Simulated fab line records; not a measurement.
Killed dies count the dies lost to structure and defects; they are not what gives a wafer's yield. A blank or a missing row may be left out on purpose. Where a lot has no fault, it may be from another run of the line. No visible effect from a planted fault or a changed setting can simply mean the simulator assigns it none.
fab line records ; flow n5-finfet
record: lots: 11; wafers: 32; last-day: 17
route steps=1938 shown GATE_CUT@468 MIM_TOP_ETCH@1853 MIM_BOT_ETCH@1868 PASSIVATION@1928
lots with no fault: from the same line, run without faults
start-h: hours from the record's first day to the start of the lot's first wafer shown ; wait-h: how many hours have passed since the lot's step before this one ; " identical to the entry in the row above ; L1.1+2: one row covering several wafers at once ; - no value, or no start was given ; * or withheld: withheld ; < > ~ a bound
route shown NAME@n: a module of which the file shows steps, and the number in the route of the first ; usual: mean/standard deviation of fault-free wafers ; same: alike in all rows ; chamber/n: place in a boat ; sites: readings site by site ; _std_site: how widely they spread, as a standard deviation ; _edge_site: the outer-site mean with the inner-site mean subtracted ; radius-mm: for every site, how far away it sits from the centre of the wafer ; mask NAME#n: copy n ; behind: the most recent tool/chamber to have shaped the wafer ; hold: the reason the lot was held/the length of the hold in hours/how it ended ; device: the transistor (n, p or np) that didn't switch ; end of line: the route-end tests of the same wafers ; a step without rows: its recipe alone ; killed: at the first sort, the dies lost to defects and structure; wafer yield is something else ; map: the dies of a wafer, with x for killed, . for not killed, _ for no die there
set.NAME: the run value of the setting; set.NAME@STEP: its run value at that earlier step ; model.NAME: the simulator's own value behind a step, which no gauge read
the route's steps for a sample of lots (tables are steps, rows are wafers)
services: the hour from which a tool's chamber was out of use, counted from the record's first day as start-h (under 0 if before that day), plus the number of hours and why
== steps ==
step: N5_GATE_CUT_VAPOR_ETCH_60
recipe: chemistry: BCl3/Cl2; target: HfO2; mode: isotropic
usual: drypump-motor-current-A: 5.81/0.2; oes-product-au: 0.79/0.067
lot.wafer;tool;chamber;start-h;wait-h;drypump-motor-current-A;oes-product-au
L353.2;rie-metal-01;0;89.36;0.0;5.89;0.81
L353.4;rie-metal-01;1;89.36;0.0;5.82;0.80
L353.6;rie-metal-01;0;89.36;0.0;5.83;0.81
L355.1;rie-metal-01;1;100.46;0.0;5.80;0.79
L355.2;rie-metal-01;0;100.46;0.0;5.83;0.80
L355.3;rie-metal-01;0;100.46;0.0;5.81;0.81
L357.1;rie-metal-03;1;110.05;0.0;6.06;0.59
L357.3;rie-metal-03;0;110.05;0.0;6.03;0.77
L357.5;rie-metal-03;0;110.05;0.0;6.01;0.77
L358.4;rie-metal-03;1;115.86;0.0;6.04;0.59
L358.5;rie-metal-03;0;115.86;0.0;6.03;0.76
L358.6;rie-metal-03;1;115.86;0.0;6.05;0.59
L361.1;rie-metal-03;0;134.09;0.1;6.00;0.76
L361.4;rie-metal-03;0;134.09;0.1;6.00;0.76
L361.5;rie-metal-03;0;134.09;0.1;6.02;0.75
L363.3;rie-metal-02;0;148.39;0.0;5.63;0.81
L363.5;rie-metal-02;0;148.39;0.0;5.63;0.80
L363.6;rie-metal-02;1;148.39;0.0;5.46;0.77
L364.2;rie-metal-03;1;157.35;0.0;6.08;0.98
L364.3;rie-metal-03;0;157.35;0.0;6.05;0.76
L364.6;rie-metal-03;1;157.35;0.0;6.07;0.98
L367.1;rie-metal-02;0;169.81;0.0;5.61;0.79
L367.2;rie-metal-02;1;169.81;0.0;5.44;0.77
L367.6;rie-metal-02;1;169.81;0.0;5.44;0.78
L369.1;rie-metal-03;1;181.92;0.0;6.05;0.95
L369.4;rie-metal-03;0;181.92;0.0;6.00;0.75
L369.5;rie-metal-03;1;181.92;0.0;6.05;0.94
L370.2;rie-metal-01;0;185.72;0.0;5.85;0.79
L370.6;rie-metal-01;1;185.72;0.0;5.82;0.77
L375.2;rie-metal-01;0;222.82;0.0;5.83;0.77
L375.4;rie-metal-01;1;222.82;0.0;5.80;0.75
L375.5;rie-metal-01;1;222.82;0.0;5.81;0.75
step: N5_MIM_TOP_ETCH_PECVD_03
recipe: material: SiNx; target-thk-a: 200; temp-c: 400; precursor: SiH4/NH3/N2; pressure-torr: 1.5; rf-w: 300; time-s: 17.6
usual: heater-power-w: 798/140; rf-fwd-power-W: 297.4/1; showerhead-plenum-p-Torr: 5.12/0.033; showerhead-vpp-V: 1068/44; throttle-valve-pct: 39.6/1.7
lot.wafer;tool;chamber;start-h;wait-h;heater-power-w;rf-fwd-power-W;showerhead-plenum-p-Torr;showerhead-vpp-V;throttle-valve-pct
L353.2;pecvd-01;0;282.87;-;894;298.9;5.16;1077;41.1
L353.4;pecvd-01;1;282.87;-;1030;298.6;5.05;1117;41.0
L353.6;pecvd-01;2;282.87;-;1065;297.3;5.12;1074;37.8
L355.1;pecvd-02;0;289.40;-;754;296.5;5.12;1082;39.8
L355.2;pecvd-02;2;289.40;-;641;297.8;5.16;1075;36.9
L355.3;pecvd-02;1;289.40;-;684;296.1;5.14;1120;41.9
L358.4;pecvd-04;2;305.84;-;843;297.5;5.10;989;37.6
L358.5;pecvd-04;0;305.84;-;820;296.9;5.10;1064;40.1
L358.6;pecvd-04;1;305.84;-;589;295.8;5.12;997;39.5
L357.1;pecvd-04;1;308.52;-;572;296.6;5.13;1017;39.8
L357.3;pecvd-04;0;308.52;-;741;297.0;5.10;1069;40.5
L357.5;pecvd-04;0;308.52;-;737;296.8;5.12;1059;40.2
L361.1;pecvd-01;1;327.42;-;928;298.8;5.05;1122;41.4
L361.4;pecvd-01;1;327.42;-;934;298.7;5.05;1124;41.2
L361.5;pecvd-01;2;327.42;-;951;297.6;5.11;1084;37.9
L363.3;pecvd-01;2;349.53;-;888;298.6;5.10;1095;37.8
L363.5;pecvd-01;0;349.53;-;962;298.1;5.18;1060;41.2
L363.6;pecvd-01;1;349.53;-;989;298.3;5.07;1129;41.0
L364.2;pecvd-04;1;354.71;-;554;296.9;5.12;992;39.2
L364.3;pecvd-04;0;354.71;-;783;297.4;5.10;1077;40.4
L364.6;pecvd-04;1;354.71;-;565;296.2;5.12;999;39.4
L370.2;pecvd-04;1;359.10;-;554;295.3;5.11;999;39.6
L370.6;pecvd-04;1;359.10;-;554;296.7;5.12;1019;39.4
L367.1;pecvd-01;2;359.48;-;1050;297.4;5.10;1099;37.8
L367.2;pecvd-01;0;359.48;-;872;298.5;5.19;1081;41.1
L367.6;pecvd-01;2;359.48;-;1076;297.6;5.10;1075;38.1
L369.1;pecvd-02;1;376.41;-;650;297.5;5.13;1109;42.0
L369.4;pecvd-02;1;376.41;-;663;297.3;5.13;1104;42.0
L369.5;pecvd-02;2;376.41;-;723;298.3;5.14;1057;37.3
L375.2;pecvd-02;0;397.59;-;627;298.1;5.12;1077;39.8
L375.4;pecvd-02;0;397.59;-;617;298.5;5.12;1066;39.7
L375.5;pecvd-02;1;397.59;-;656;298.2;5.13;1113;42.2
step: N5_MIM_BOT_ETCH_ETCH_00
recipe: chemistry: Cl2/BCl3; target: TiN; target-depth-a: 455; ion-energy-ev: 150; pressure-mtorr: 10; icp-w: 1000; bias-w: 126; Cl2_flow_sccm: 53.25; bcl3-flow-sccm: 21.75; Ar_flow_sccm: 25
usual: drypump-motor-current-A: 5.80/0.2; oes-product-au: 0.75/0.05; rf-fwd-power-W: 994.8/2.9; throttle-valve-pct: 21.93/0.26
lot.wafer;tool;chamber;start-h;wait-h;drypump-motor-current-A;oes-product-au;rf-fwd-power-W;rf-hours-counter-h;throttle-valve-pct
L353.2;rie-metal-01;0;283.68;0.1;5.85;0.75;990.2;51;21.65
L353.4;rie-metal-01;1;283.68;0.1;5.83;0.75;995.6;-;22.30
L353.6;rie-metal-01;0;283.68;0.1;5.88;0.74;994.2;-;21.64
L355.1;rie-metal-03;1;290.21;0.1;6.04;0.90;996.2;11;22.24
L355.2;rie-metal-03;0;290.21;0.1;6.03;0.72;997.0;67;21.72
L355.3;rie-metal-03;1;290.21;0.1;6.07;0.89;989.8;-;22.21
L358.4;rie-metal-02;0;307.48;0.1;5.63;0.76;995.6;-;21.82
L358.5;rie-metal-02;1;307.48;0.1;5.47;0.74;989.5;-;21.80
L358.6;rie-metal-02;0;307.48;0.1;5.63;0.76;996.5;-;21.84
L357.1;rie-metal-02;0;309.23;0.1;5.63;0.77;993.0;40;21.82
L357.3;rie-metal-02;1;309.23;0.1;5.45;0.74;992.6;-;21.82
L357.5;rie-metal-02;1;309.23;0.1;5.47;0.74;991.1;-;21.81
L361.1;rie-metal-02;1;328.24;0.1;5.45;0.73;993.3;53;21.83
L361.4;rie-metal-02;0;328.24;0.1;5.62;0.76;998.6;-;21.81
L361.5;rie-metal-02;1;328.24;0.1;5.46;0.72;992.2;-;21.82
L363.3;rie-metal-02;1;350.26;0.1;5.45;0.73;997.4;-;21.80
L363.5;rie-metal-02;1;350.26;0.1;5.47;0.72;990.7;-;21.83
L363.6;rie-metal-02;0;350.26;0.1;5.64;0.75;997.6;-;21.85
L364.2;rie-metal-02;0;355.40;0.1;5.64;0.75;991.7;45;21.84
L364.3;rie-metal-02;0;355.40;0.1;5.64;0.75;994.8;-;21.84
L364.6;rie-metal-02;1;355.40;0.1;5.48;0.73;989.8;-;21.81
L370.2;rie-metal-03;0;359.80;0.1;6.01;0.69;996.1;74;21.72
L370.6;rie-metal-03;0;359.80;0.1;6.03;0.70;999.5;-;21.74
L367.1;rie-metal-03;0;360.29;0.1;6.03;0.69;995.8;74;21.75
L367.2;rie-metal-03;1;360.29;0.1;6.02;0.86;996.3;18;22.24
L367.6;rie-metal-03;1;360.29;0.1;6.05;0.85;995.2;-;22.26
L369.1;rie-metal-01;1;377.09;0.1;5.81;0.73;992.7;57;22.33
L369.4;rie-metal-01;1;377.09;0.1;5.80;0.73;995.1;-;22.31
L369.5;rie-metal-01;0;377.09;0.1;5.84;0.72;999.8;-;21.65
L375.2;rie-metal-03;1;398.28;0.1;6.05;0.84;998.0;22;22.26
L375.4;rie-metal-03;1;398.28;0.1;6.06;0.84;996.2;-;22.26
L375.5;rie-metal-03;1;398.28;0.1;6.05;0.84;996.9;-;22.27
step: N5_PASSIVATION_DESCUM_46
recipe: chemistry: O2; time-s: 7.9; source-power-w: 50; bias-power-w: 20; pressure-mtorr: 20; rf-frequency-hz: 2.712e+07; temp-c: 40; o2-flow-sccm: 225
usual: drypump-motor-current-A: 5.9/0.34; oes-product-au: 0.83/0.064; rf-fwd-power-W: 49.31/0.24; rf-vpp-V: 243.4/1.2; showerhead-plenum-p-Torr: 2.12/0.065; temp-c: 40.00/0.12; throttle-valve-pct: 20.48/0.2
lot.wafer;tool;chamber;start-h;wait-h;drypump-motor-current-A;oes-product-au;rf-fwd-power-W;rf-hours-counter-h;rf-vpp-V;showerhead-plenum-p-Torr;temp-c;throttle-valve-pct
L353.2;rie-diel-02;0;290.86;0.0;6.0;0.81;49.38;97;243.1;2.11;40.16;20.26
L353.4;rie-diel-02;2;290.86;0.0;6.2;0.83;49.55;82;243.8;2.12;39.99;20.15
L353.6;rie-diel-02;1;290.86;0.0;5.5;0.70;49.40;-;243.1;2.15;39.86;20.87
L355.1;rie-diel-02;0;295.83;0.3;6.0;0.81;49.35;99;244.4;2.11;40.01;20.28
L355.2;rie-diel-02;3;295.83;0.3;5.5;0.81;49.22;60;243.0;2.15;40.14;20.20
L355.3;rie-diel-02;1;295.83;0.3;5.5;0.70;49.06;248;244.6;2.15;40.24;20.85
L358.4;rie-diel-02;0;314.19;0.5;6.0;0.80;49.61;-;242.1;2.11;39.93;20.28
L358.5;rie-diel-02;2;314.19;0.5;6.2;0.83;49.35;-;243.2;2.11;40.04;20.16
L358.6;rie-diel-02;3;314.19;0.5;5.5;0.81;49.20;-;244.1;2.15;40.07;20.22
L357.1;rie-diel-01;3;314.32;0.4;5.3;0.81;49.62;76;244.9;2.22;39.96;20.74
L357.3;rie-diel-01;2;314.32;0.4;5.9;0.95;49.49;15;245.0;2.15;39.95;20.34
L357.5;rie-diel-01;2;314.32;0.4;5.9;0.95;49.35;-;244.0;2.15;40.07;20.34
L361.1;rie-diel-01;0;335.56;0.0;6.0;0.80;49.22;108;244.8;2.20;40.00;20.46
L361.4;rie-diel-01;3;335.56;0.0;5.3;0.82;49.57;84;243.8;2.22;40.07;20.74
L361.5;rie-diel-01;0;335.56;0.0;6.0;0.79;49.16;-;246.1;2.20;39.88;20.44
L363.3;rie-diel-06;2;356.10;0.0;5.7;0.80;49.55;106;241.1;2.01;40.03;20.36
L363.5;rie-diel-06;0;356.10;0.0;6.2;0.80;48.99;-;241.8;2.03;39.95;20.69
L363.6;rie-diel-06;3;356.10;0.0;5.4;0.97;49.24;-;244.8;2.05;40.04;20.38
L364.2;rie-diel-01;1;361.49;0.0;6.0;0.83;48.88;65;241.9;2.05;39.90;20.40
L364.3;rie-diel-01;2;361.49;0.0;5.9;0.91;49.24;30;244.3;2.15;40.01;20.37
L364.6;rie-diel-01;1;361.49;0.0;6.1;0.83;48.89;-;242.8;2.05;39.83;20.43
L370.2;rie-diel-01;0;365.30;0.3;6.0;0.78;49.34;119;243.8;2.20;40.16;20.47
L370.6;rie-diel-01;1;365.30;0.3;6.1;0.83;48.89;-;242.1;2.05;39.99;20.40
L367.1;rie-diel-02;1;366.68;0.0;5.5;0.93;49.31;19;243.7;2.14;40.10;20.61
L367.2;rie-diel-02;0;366.68;0.0;6.0;0.78;49.53;127;242.8;2.10;39.93;20.30
L367.6;rie-diel-02;2;366.68;0.0;6.1;0.80;49.54;-;243.6;2.11;40.11;20.20
L369.1;rie-diel-06;2;382.26;0.0;5.7;0.80;49.59;115;241.1;2.01;39.98;20.36
L369.4;rie-diel-06;0;382.26;0.0;6.1;0.80;48.96;98;242.2;2.03;40.01;20.71
L369.5;rie-diel-06;1;382.26;0.0;6.5;0.82;49.41;-;243.1;2.13;40.01;20.78
L375.2;rie-diel-02;3;404.08;0.0;5.5;0.76;49.37;94;243.4;2.14;40.16;20.27
L375.4;rie-diel-02;1;404.08;0.0;5.5;0.89;49.53;-;243.2;2.14;40.02;20.63
L375.5;rie-diel-02;2;404.08;0.0;6.2;0.79;49.49;-;243.0;2.10;40.11;20.23
step: N5_PASSIVATION_PROBE_49
usual: defect-limited-yield: 91.2/1.3; killed_at_M0_to_M3: 34/10; killed_at_M4_up: 13/4.6; killed-at-contacts: 13/5.5; killed-at-front-end: 41/12; killed-at-other: 2.8/2.4; killed-dies: 104/16; killed-open: 67/12; killed-short: 33/7.2; sort_bin_4_leakage: 0.00/0.012; sort_bin_5_function: 5.1/0.86; sort_bin_6_memory: 3.3/0.62; sort-n-pass: 1076/16; sort-yield-pct: 91.2/1.3
same: gross-dies: 1180; killed-at-back-side: 0; sort_bin_8_speed[%]: 0
lot.wafer;tool;chamber;start-h;wait-h;defect-limited-yield[%];killed_at_M0_to_M3;killed_at_M4_up;killed-at-contacts;killed-at-front-end;killed-at-other;killed-dies;killed-open;killed-short;sort_bin_4_leakage[%];sort_bin_5_function[%];sort_bin_6_memory[%];sort-n-pass;sort-yield-pct[%]
L363.3;prober-01;-;360.57;1.0;83.9;41;9;18;122;0;190;62;27;0;10.0;4.2;990;83.9
L363.5;prober-01;-;360.67;1.1;82.4;43;14;13;138;0;208;78;29;0;10.8;3.6;972;82.4
L363.6;prober-01;-;360.72;1.2;85.8;30;8;12;116;1;167;50;21;0;9.1;3.1;1013;85.8
L364.2;prober-02;-;364.58;0.1;90.5;38;10;6;56;2;112;69;41;0;5.6;3.4;1068;90.5
L364.6;prober-02;-;364.78;0.3;90.4;36;10;20;45;2;113;73;36;0;6.2;3.0;1067;90.4
L367.1;prober-01;-;369.72;0.0;83.0;37;12;16;132;4;201;80;26;0;10.3;5.4;979;83.0
L367.2;prober-01;-;369.77;0.1;83.6;15;12;4;152;10;193;54;27;0;10.8;3.8;987;83.6
L367.6;prober-01;-;369.97;0.3;82.4;45;4;11;144;4;208;73;27;0;11.5;4.7;972;82.4
killed by level:class
L363.3 GATE_CUT:unspecified=100 MOL_CONTACT_COAG:geometric-particle:open=14 BEOL_M0_SAQP:geometric-particle:open=8 BEOL_M1:geometric-particle:open=8 FIN_SAQP:geometric-particle:open=7 BEOL_M0_SAQP:geometric-particle:short=7 STARTING-WAFER:geometric-particle:open=5 MOL_CONTACT_COAG:geometric-particle:short=4
L363.5 GATE_CUT:unspecified=93 BEOL_M2:geometric-particle:open=11 FIN_SAQP:geometric-particle:open=10 STI_FIN_REVEAL:geometric-particle:open=10 MOL_CONTACT_COAG:geometric-particle:open=9 BEOL_M3:geometric-particle:open=9 HKMG_FIN:area-etch=8 BEOL_M4:geometric-particle:open=5
L363.6 GATE_CUT:unspecified=95 MOL_CONTACT_COAG:geometric-particle:open=11 BEOL_M2:geometric-particle:open=9 STI_FIN_REVEAL:geometric-particle:open=7 BEOL_M3:geometric-particle:open=5 BEOL_M0_SAQP:geometric-particle:short=4 BEOL_M0_SAQP:geometric-particle:open=3 BEOL_M3:geometric-particle:short=3
L364.2 STI_FIN_REVEAL:geometric-particle:open=13 GATE_CUT:geometric-particle:short=10 BEOL_M2:geometric-particle:open=9 FIN_SAQP:geometric-particle:short=8 BEOL_M3:geometric-particle:open=8 BEOL_M0_SAQP:geometric-particle:open=7 GATE_CUT:geometric-particle:open=6 BEOL_M1:geometric-particle:open=5
L364.6 MOL_CONTACT_COAG:geometric-particle:open=19 BEOL_M3:geometric-particle:open=12 BEOL_M0_SAQP:geometric-particle:short=9 STI_FIN_REVEAL:geometric-particle:open=7 GATE_CUT:geometric-particle:open=7 GATE_CUT:geometric-particle:short=7 BEOL_M0_SAQP:geometric-particle:open=6 FIN_SAQP:geometric-particle:short=5
L367.1 GATE_CUT:unspecified=92 FIN_SAQP:geometric-particle:open=13 MOL_CONTACT_COAG:geometric-particle:open=12 BEOL_M0_SAQP:geometric-particle:open=10 BEOL_M2:geometric-particle:open=10 BEOL_M0_SAQP:geometric-particle:short=9 BEOL_M5:geometric-particle:open=8 DUMMY_GATE:geometric-particle:open=6
L367.2 GATE_CUT:unspecified=109 FIN_SAQP:geometric-particle:open=9 STI_FIN_REVEAL:geometric-particle:open=8 FIN_SAQP:geometric-particle:short=7 BEOL_M2:geometric-particle:open=6 BEOL_M0_SAQP:geometric-particle:short=5 GATE_CUT:geometric-particle:open=4 STARTING-WAFER:geometric-particle:open=4
L367.6 GATE_CUT:unspecified=104 BEOL_M0_SAQP:geometric-particle:open=15 BEOL_M2:geometric-particle:open=14 FIN_SAQP:geometric-particle:short=8 FIN_SAQP:geometric-particle:open=8 MOL_CONTACT_COAG:geometric-particle:open=7 BEOL_M0_SAQP:geometric-particle:short=6 STARTING-WAFER:geometric-particle:open=6
== services ==
tool;chamber;start-h;hours;kind
pecvd-02;-;72.77;0.4;repair
rie-diel-01;-;86.10;14.6;pm
pecvd-02;-;102.66;6.0;pm
rie-metal-01;0;112.72;24.5;repair
pecvd-04;-;133.78;1.2;repair
rie-metal-01;0;144.41;8.5;repair
rie-diel-02;2;171.75;5.4;repair
rie-metal-03;-;185.18;1.4;pm
pecvd-01;2;187.26;6.8;repair
rie-diel-01;-;189.34;0.3;repair
rie-metal-03;-;211.04;2.8;pm
rie-diel-01;2;218.92;9.9;repair
rie-diel-02;0;219.88;3.8;repair
rie-diel-01;2;254.45;7.3;repair
pecvd-01;-;266.59;2.8;pm
rie-metal-02;0;279.63;9.4;repair
rie-diel-01;2;315.73;7.1;repair
rie-metal-01;-;340.25;9.7;repair
pecvd-04;-;348.20;2.8;pm
rie-diel-02;3;350.59;13.3;repair
pecvd-01;1;365.10;21.0;repair
rie-diel-02;1;372.17;3.1;repair
pecvd-01;1;390.38;8.5;repair
rie-diel-02;0;402.83;7.8;repair
== key ==
first-sign: step: N5_PASSIVATION_PROBE_49; reading: killed-at-front-end; direction: up; sigmas: 8; usual: 41; struck: 134
effect: step: N5_PASSIVATION_PROBE_49; reading: killed-dies; direction: up; sigmas: 5.8; usual: 104; struck: 194
more-kills-born-at: N5_GATE_CUT_VAPOR_ETCH_60@rie-metal-02: 593
met-at N5_GATE_CUT_VAPOR_ETCH_60
struck-lots L363,L367
not-acting-at N5_MIM_TOP_ETCH_PECVD_03,N5_MIM_BOT_ETCH_ETCH_00,N5_PASSIVATION_DESCUM_46
fault: kind: chamber-particle-source; tool: rie-metal-02; chamber: -; onset-h: 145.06; steps: N5_GATE_CUT_VAPOR_ETCH_60; rate-per-visit-cm2: 0.58053; end-h: 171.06
